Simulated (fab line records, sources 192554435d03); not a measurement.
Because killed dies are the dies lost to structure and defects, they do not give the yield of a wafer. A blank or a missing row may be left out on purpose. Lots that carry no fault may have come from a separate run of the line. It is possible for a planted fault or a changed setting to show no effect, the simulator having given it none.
fab line records    flow n5Finfet
record lots=5  wafers=13  lastDay=16
route steps=1938 shown BEOL_M2@872 BEOL_M4@1111
lots that met no fault: taken from a fault-free run of the same line
startH: hours from the record's first day to the start of the lot's first wafer shown    waitH: hours from the lot's prior step to this one    " the same as in the row above    L1.1+2: a single row standing in for several wafers    - no value present, or no start provided    * or withheld: withheld    < > ~ a bound
route shown NAME@n: a module of which the file shows steps, and the number in the route of the first    usual: average and standard deviation across the fault-free wafers    same: alike in all rows    chamber/n: place in a boat    sites: per-site readings    _std_site: standard deviation across them    _edge_site: outer sites' mean less inner sites'    radiusMm: for every site, how far away it sits from the centre of the wafer    mask NAME#n: copy n    behind: the last tool/chamber to shape the wafer    hold: what put the lot on hold/how long, in hours/how the hold closed    device: transistor that didn't switch, given as n, p or np    end of line: at the end of the route, the tests of the same wafers    a step given without rows: its recipe and nothing more    killed: not the wafer's yield, but the dies lost to structure and defects at the first sort    map: shows each die of a wafer: x if killed, . if not, _ if none is there
set.NAME: setting as actually run; set.NAME@STEP: the setting as run at that earlier step    model.NAME: the simulator's own value behind a step, which no gauge read
a table for each step, a row for each wafer; lots at some steps of the route
services: the hour from which a tool's chamber was out of use, counted from the record's first day as startH (under 0 if before that day), plus the number of hours and why
## steps
# step N5_BEOL_M2_SOFTBAKE_23
# recipe tempC=110  timeS=60  resist=CAR-EUV
# step N5_BEOL_M2_EXPOSE_25
# recipe maskId=V1  na=0.33  sourceShape=quasar  sigmaInner=0.2  sigmaOuter=0.8  polarization=unpolarized  defocusNm=5  doseMj=63
# step N5_BEOL_M2_PEB_26
# recipe pebTempC=100  pebTimeS=60  resist=CAR-EUV
# step N5_BEOL_M2_DEVELOP_27
# recipe developTimeS=30  developer=TMAH  resist=CAR-EUV  rinseLiquid=surfactantRinse  dry=airSpin  devTempC=23
# step N5_BEOL_M2_CD_MEAS_28
# recipe targetCdNm=26.2  landingEnergyEv=500  detector=seInlens  targetCdYNm=24.1  polarity=opening
# usual cdNm=26.15/0.23
lot.wafer  tool      chamber  startH  waitH  cdNm
L621.3     cdSem-02  0        149.15  -      25.77
L621.4     "         0        "       "      26.19
L621.6     "         0        "       "      26.15
L620.1     cdSem-03  0        149.56  -      26.23
L620.3     "         0        "       "      26.41
L620.4     "         0        "       "      26.44
L627.1     cdSem-01  0        192.66  -      25.96
L627.6     "         0        "       "      26.22
L635.3     cdSem-03  0        243.31  -      26.47
L635.6     "         0        "       "      26.33
L639.1     cdSem-02  0        268.34  -      26.32
L639.4     "         0        "       "      26.35
L639.6     "         0        "       "      26.35
# step N5_BEOL_M2_OVL_MEAS_29
# recipe pointsPerWafer=522
# usual V1_OVL=0.0/0.72
lot.wafer  tool        chamber  startH  waitH  V1_OVL[nm]
L621.3     overlay-02  0        149.19  0.0    -0.5
L621.4     "           0        "       "      -0.5
L621.6     "           0        "       "      -0.7
L620.1     overlay-02  0        149.59  0.0    -0.1
L620.3     "           0        "       "      -0.3
L620.4     "           0        "       "      -0.4
L627.1     overlay-01  0        192.69  0.0    0.6
L627.6     "           0        "       "      -0.6
L635.3     overlay-02  0        243.35  0.0    0.3
L635.6     "           0        "       "      -0.1
L639.1     overlay-02  0        268.37  0.0    2.3
L639.4     "           0        "       "      0.4
L639.6     "           0        "       "      -0.1
# step N5_BEOL_M2_INSPECT_30
# recipe mode=adi  inspectInstrument=brightfield
# usual rawDefectCount=434/110
lot.wafer  tool              chamber  startH  waitH  rawDefectCount
L621.3     defectInspect-02  -        149.24  0.0    599
L621.4     "                 -        "       "      602
L621.6     "                 -        "       "      782
L620.1     defectInspect-01  -        149.65  0.1    306
L620.3     "                 -        "       "      290
L620.4     "                 -        "       "      317
L627.1     defectInspect-02  -        192.75  0.1    462
L627.6     "                 -        "       "      557
L635.3     defectInspect-02  -        243.39  0.0    344
L635.6     "                 -        "       "      442
L639.1     defectInspect-02  -        268.43  0.1    621
L639.4     "                 -        "       "      554
L639.6     "                 -        "       "      614
# step N5_BEOL_M2_DESCUM_33
# recipe chemistry=O2  timeS=7  sourcePowerW=50  biasPowerW=20  pressureMtorr=20  rfFrequencyHz=2.712e+07  tempC=40  resist=CAR-EUV  o2FlowSccm=225
# usual drypumpMotorCurrentA=5.9/0.38  oesProductAu=0.82/0.09  rfVppV=243.3/1.1  showerheadPlenumPTorr=2.10/0.051  throttleValvePct=20.5/0.31
lot.wafer  tool        chamber  startH  waitH  drypumpMotorCurrentA  oesProductAu  rfHoursCounterH  rfVppV  showerheadPlenumPTorr  throttleValvePct
L621.3     rieDiel-04  0        149.27  0.0    5.9                   0.97          8                244.4   2.14                   19.9
L621.4     "           2        "       "      5.4                   0.68          225              244.5   2.17                   20.8
L621.6     "           1        "       "      6.6                   0.84          -                243.2   2.04                   20.3
L620.1     rieDiel-02  0        149.76  0.1    5.9                   0.78          152              244.0   2.10                   20.7
L620.3     "           3        "       "      5.6                   0.72          206              243.7   2.14                   20.3
L620.4     "           2        "       "      6.0                   0.81          88               241.5   2.13                   20.2
L627.1     rieDiel-04  2        192.78  0.0    5.4                   0.66          240              243.4   2.17                   20.8
L627.6     "           1        "       "      6.5                   0.82          -                242.5   2.03                   20.4
L635.3     rieDiel-01  0        243.43  0.0    5.9                   0.70          237              240.7   2.00                   21.0
L635.6     "           1        "       "      5.8                   0.91          -                246.0   2.14                   20.4
L639.1     rieDiel-02  1        268.53  0.1    6.3                   0.83          69               243.0   2.13                   20.6
L639.4     "           0        "       "      5.9                   0.74          -                243.4   2.08                   20.7
L639.6     "           2        "       "      6.0                   0.78          -                242.9   2.12                   20.2
# step N5_BEOL_M2_ETCH_77
# recipe chemistry=N2/H2  target=underlayer  targetDepthA=65  maskMaterial=CAR-EUV  timeS=5.2  ionEnergyEv=200  pressureMtorr=30  sourceW=840  biasW=150  n2FlowSccm=200  h2FlowSccm=200  ends=cleared
# usual drypumpMotorCurrentA=5.9/0.38  etchRfOnTimeS=5.23/0.13  oesProductAu=0.69/0.078  rfVppV=524.3/2.2  showerheadPlenumPTorr=2.55/0.065  throttleValvePct=17.9/0.31
lot.wafer  tool        chamber  startH  waitH  drypumpMotorCurrentA  etchRfOnTimeS  oesProductAu  rfHoursCounterH  rfVppV  showerheadPlenumPTorr  throttleValvePct
L621.3     rieDiel-04  0        149.31  0.0    5.9                   5.06           0.82          8                526.0   2.61                   17.3
L621.4     "           2        "       "      5.4                   5.27           0.57          225              525.0   2.62                   18.2
L621.6     "           1        "       "      6.6                   5.36           0.73          -                521.4   2.48                   17.8
L620.1     rieDiel-02  0        149.79  0.0    5.9                   5.14           0.65          152              521.8   2.56                   18.1
L620.3     "           3        "       "      5.6                   5.17           0.62          206              526.3   2.61                   17.8
L620.4     "           2        "       "      6.0                   5.27           0.69          88               526.6   2.57                   17.6
L627.1     rieDiel-04  2        192.82  0.0    5.4                   5.31           0.58          240              523.6   2.62                   18.2
L627.6     "           1        "       "      6.6                   5.34           0.70          -                520.8   2.47                   17.8
L635.3     rieDiel-01  0        243.46  0.0    5.9                   5.55           0.58          237              517.2   2.39                   18.2
L635.6     "           1        "       "      5.8                   5.23           0.77          -                525.3   2.60                   17.8
L639.1     rieDiel-02  1        268.57  0.0    6.3                   5.21           0.70          69               525.4   2.57                   17.9
L639.4     "           0        "       "      5.9                   5.17           0.62          -                525.5   2.54                   18.2
L639.6     "           2        "       "      6.0                   5.33           0.65          -                522.0   2.55                   17.6
# step N5_BEOL_M2_ETCH_69
# recipe chemistry=CF4  target=SiARC  targetDepthA=156  maskMaterial=CAR-EUV  timeS=26  ionEnergyEv=80  pressureMtorr=40  sourceW=545  biasW=36  Ar_flow_sccm=100  cf4FlowSccm=100  ends=cleared
# usual drypumpMotorCurrentA=5.9/0.37  etchRfOnTimeS=26.0/0.65  oesProductAu=0.70/0.078  rfVppV=184.2/1.1  showerheadPlenumPTorr=2.15/0.055  throttleValvePct=15.61/0.29
lot.wafer  tool        chamber  startH  waitH  drypumpMotorCurrentA  etchRfOnTimeS  oesProductAu  rfHoursCounterH  rfVppV  showerheadPlenumPTorr  throttleValvePct
L621.3     rieDiel-04  0        149.32  0.0    5.9                   25.3           0.82          8                184.7   2.18                   15.02
L621.4     "           2        "       "      5.4                   26.4           0.57          226              186.3   2.22                   15.94
L621.6     "           1        "       "      6.6                   26.7           0.71          -                183.7   2.08                   15.49
L620.1     rieDiel-02  0        149.81  0.0    5.9                   25.5           0.65          152              184.4   2.12                   15.70
L620.3     "           3        "       "      5.6                   26.3           0.61          206              185.1   2.21                   15.71
L620.4     "           2        "       "      6.0                   25.9           0.68          88               183.8   2.17                   15.39
L627.1     rieDiel-04  2        192.83  0.0    5.4                   26.2           0.57          240              186.0   2.21                   15.98
L627.6     "           1        "       "      6.6                   26.4           0.71          -                183.7   2.08                   15.50
L635.3     rieDiel-01  0        243.48  0.0    5.9                   27.3           0.58          237              183.8   2.03                   16.04
L635.6     "           1        "       "      5.8                   25.7           0.77          -                184.3   2.18                   15.43
L639.1     rieDiel-02  1        268.58  0.0    6.3                   25.6           0.70          69               184.0   2.17                   15.70
L639.4     "           0        "       "      5.9                   25.6           0.62          -                184.6   2.11                   15.77
L639.6     "           2        "       "      6.0                   26.2           0.66          -                184.4   2.16                   15.45
# step N5_BEOL_M2_ALD_98
# recipe material=SiO2  targetThkA=25  tempC=100  aldPrecursorFamily=BDEAS  aldCoReactant=O2-plasma  pulseTimeS=1  coReactantPulseTimeS=1  purgeTimeS=2  coReactantPurgeTimeS=2  aldCycles=17  pressureTorr=2
# usual heaterPowerOuterW=38/4.7  heaterPowerW=73/8  precursorPulseHeightRel=0.998/0.019
lot.wafer  tool       chamber  startH  waitH  heaterPowerOuterW  heaterPowerW  precursorPulseHeightRel
L621.3     aldSin-02  0        149.40  0.1    47                 91            0.989
L621.4     "          3        "       "      35                 69            0.988
L621.6     "          1        "       "      34                 66            1.004
L620.1     aldSin-02  3        149.89  0.1    34                 69            1.017
L620.3     "          1        "       "      35                 65            0.991
L620.4     "          0        "       "      46                 91            1.010
L627.1     aldSin-02  2        192.92  0.1    35                 66            0.964
L627.6     "          1        "       "      34                 66            1.014
L635.3     aldSin-02  1        243.78  0.3    34                 65            0.992
L635.6     "          3        "       "      34                 69            0.997
L639.1     aldSin-03  0        268.67  0.1    38                 71            0.961
L639.4     "          0        "       "      38                 67            0.971
L639.6     "          3        "       "      40                 72            1.011
# step N5_BEOL_M2_ETCHBACK_99
# recipe chemistry=CHF3  target=SiO2  targetDepthA=50  timeS=10.4  sourceW=215  biasW=47  Ar_flow_sccm=200  CHF3_flow_sccm=12  ionEnergyEv=100  pressureMtorr=30
# usual drypumpMotorCurrentA=5.9/0.43  oesProductAu=0.80/0.097  rfVppV=240/3.9  showerheadPlenumPTorr=2.16/0.056  throttleValvePct=17.10/0.29
lot.wafer  tool        chamber  startH  waitH  drypumpMotorCurrentA  oesProductAu  rfHoursCounterH  rfVppV  showerheadPlenumPTorr  throttleValvePct
L621.3     rieDiel-04  0        151.90  2.5    5.9                   0.94          9                237     2.20                   16.51
L621.4     "           2        "       "      5.4                   0.67          226              240     2.22                   17.36
L621.6     "           2        "       "      5.4                   0.67          -                240     2.22                   17.35
L620.1     rieDiel-02  0        155.99  6.1    5.9                   0.76          154              238     2.14                   17.20
L620.3     "           2        "       "      6.0                   0.80          90               237     2.17                   16.77
L620.4     "           1        "       "      6.2                   0.89          28               238     2.21                   17.13
L627.1     rieDiel-04  1        193.82  0.9    6.6                   0.83          67               237     2.09                   16.99
L627.6     "           0        "       "      5.9                   0.91          -                238     2.19                   16.54
L635.3     rieDiel-01  1        244.05  0.2    5.8                   0.91          38               240     2.19                   16.95
L635.6     "           2        "       "      6.4                   0.91          -                247     2.20                   16.80
L639.1     rieDiel-02  1        268.80  0.1    6.3                   0.81          69               237     2.19                   17.20
L639.4     "           0        "       "      5.9                   0.73          -                238     2.13                   17.28
L639.6     "           2        "       "      6.0                   0.76          -                235     2.16                   16.82
# step N5_BEOL_M2_ETCH_70
# recipe chemistry=N2/H2  target=SOC  targetDepthA=800  overetchA=240  maskMaterial=SiARC  tempC=40  timeS=130  ionEnergyEv=200  pressureMtorr=30  sourceW=840  biasW=150  n2FlowSccm=200  h2FlowSccm=200
# usual drypumpMotorCurrentA=5.9/0.43  oesProductAu=0.59/0.066  rfVppV=524.1/2  showerheadPlenumPTorr=2.55/0.062  throttleValvePct=17.9/0.33
lot.wafer  tool        chamber  startH  waitH  drypumpMotorCurrentA  oesProductAu  rfHoursCounterH  rfVppV  showerheadPlenumPTorr  throttleValvePct  model.SiARC_of_BEOL_M2_COAT_68.thkNm
L621.3     rieDiel-04  0        151.94  0.0    5.9                   0.70          9                524.7   2.61                   17.3              5.8
L621.4     "           2        "       "      5.4                   0.50          226              525.6   2.62                   18.1              6
L621.6     "           2        "       "      5.4                   0.50          -                526.9   2.62                   18.1              6
L620.1     rieDiel-02  0        156.02  0.0    5.9                   0.55          155              524.0   2.56                   18.1              5.8
L620.3     "           2        "       "      6.0                   0.59          90               526.2   2.57                   17.6              6
L620.4     "           1        "       "      6.3                   0.65          28               524.7   2.59                   17.8              5.8
L627.1     rieDiel-04  1        193.86  0.0    6.6                   0.61          67               522.2   2.47                   17.7              6
L627.6     "           0        "       "      5.9                   0.66          -                524.8   2.60                   17.3              7.2
L635.3     rieDiel-01  1        244.09  0.0    5.8                   0.66          38               523.7   2.60                   17.8              5.8
L635.6     "           2        "       "      6.5                   0.66          -                525.5   2.58                   17.4              5.6
L639.1     rieDiel-02  1        268.83  0.0    6.3                   0.61          69               525.1   2.57                   17.9              6
L639.4     "           0        "       "      5.9                   0.54          -                523.2   2.54                   18.2              5.8
L639.6     "           2        "       "      6.0                   0.57          -                524.3   2.55                   17.6              6
# step N5_BEOL_M2_STRIP_71
# recipe chemistry=N2/H2  tempC=40  n2FlowSccm=200  h2FlowSccm=200  rfFrequencyHz=6e+07
# step N5_BEOL_M4_RC_MEAS_101
# usual DIBL_N=36.6/2.1  DIBL_P=36.3/2.2  IOFF_N=0.16/0.036  IOFF_P=0.21/0.038  ION_N=671/12  ION_P=460/7.5  SS_N=71.8/0.72  SS_P=73.3/0.72  VT_N=250/3.2  VT_P=-250/3.5
lot.wafer  tool       chamber  startH  waitH  DIBL_N[mV/V]  DIBL_P[mV/V]  IOFF_N[nA/um]  IOFF_P[nA/um]  ION_N[uA/um]  ION_P[uA/um]  SS_N[mV/dec]  SS_P[mV/dec]  VT_N[mV]  VT_P[mV]
L620.1     prober-02  0        179.56  0.0    36.6          37.0          0.21           0.24           671           463           72.2          73.3          247       -249
L620.3     "          0        "       "      38.1          39.9          0.23           0.27           697           474           72.4          74.4          244       -246
L620.4     "          0        "       "      37.8          38.3          0.22           0.25           674           459           72.4          73.5          247       -248
L621.3     prober-01  0        181.45  0.3    36.1          35.9          0.17           0.22           677           464           72.1          73.7          251       -250
L621.4     "          0        "       "      37.8          38.9          0.21           0.27           677           463           71.8          74.2          245       -249
L621.6     "          0        "       "      35.8          35.4          0.17           0.21           692           466           70.8          73.1          248       -253
L627.1     prober-02  0        218.49  0.0    34.6          35.7          0.15           0.20           680           468           71.6          72.4          248       -249
L627.6     "          0        "       "      37.0          38.1          0.18           0.23           672           460           71.9          73.1          249       -247
L635.3     prober-02  0        272.67  0.3    33.5          33.9          0.14           0.20           674           463           71.4          73.5          253       -250
L635.6     "          0        "       "      33.7          32.8          0.14           0.18           662           453           71.3          72.9          255       -250
L639.1     prober-01  0        290.79  0.0    36.8          35.6          0.16           0.24           669           462           71.5          73.6          249       -249
L639.4     "          0        "       "      33.8          31.9          0.11           0.18           635           448           71.4          71.7          256       -249
L639.6     "          0        "       "      34.5          32.6          0.13           0.19           668           458           71.1          72.1          250       -248
## services
tool        chamber  startH  hours  kind
rieDiel-04  3        133.21  1.2    repair
aldSin-03   0        143.95  2.6    repair
rieDiel-01  2        154.11  -      clean
rieDiel-01  2        154.11  -      consumableReplace:focusRing
aldSin-02   0        181.20  4.4    repair
aldSin-02   -        193.37  2.7    repair
rieDiel-04  2        220.67  -      clean
rieDiel-04  2        220.67  -      consumableReplace:focusRing
rieDiel-04  2        220.67  14.0   scheduledDown
rieDiel-04  2        220.67  14.0   ventCycle
rieDiel-02  2        231.84  21.6   repair
rieDiel-04  3        234.81  -      clean
rieDiel-04  3        234.81  -      consumableReplace:focusRing
rieDiel-04  3        234.81  14.7   scheduledDown
rieDiel-04  3        234.81  14.7   ventCycle
aldSin-03   1        238.22  2.6    repair
aldSin-03   2        259.47  5.1    repair
rieDiel-02  3        264.19  -      clean
rieDiel-02  3        264.19  -      consumableReplace:focusRing
rieDiel-02  3        264.19  19.1   scheduledDown
rieDiel-02  3        264.19  19.1   ventCycle
rieDiel-04  2        265.77  9.3    repair
aldSin-03   2        265.95  3.1    repair
## key
firstSign none at tools or gauges
modelEffect step=N5_BEOL_M2_ETCH_70  value=SiARC_of_BEOL_M2_COAT_68.thkNm  without=5.8  struck=7.2
metAt N5_BEOL_M2_ETCH_70
struckWafers L627.6
onsetBetween 151.94 193.86
fault kind=processParameterDrift  tool=rieDiel-04  chamber=-  onsetH=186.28  steps=N5_BEOL_M2_ETCH_70  channel=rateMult  offset=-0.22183  shape=step  endH=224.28  scope=struckWafersOnly
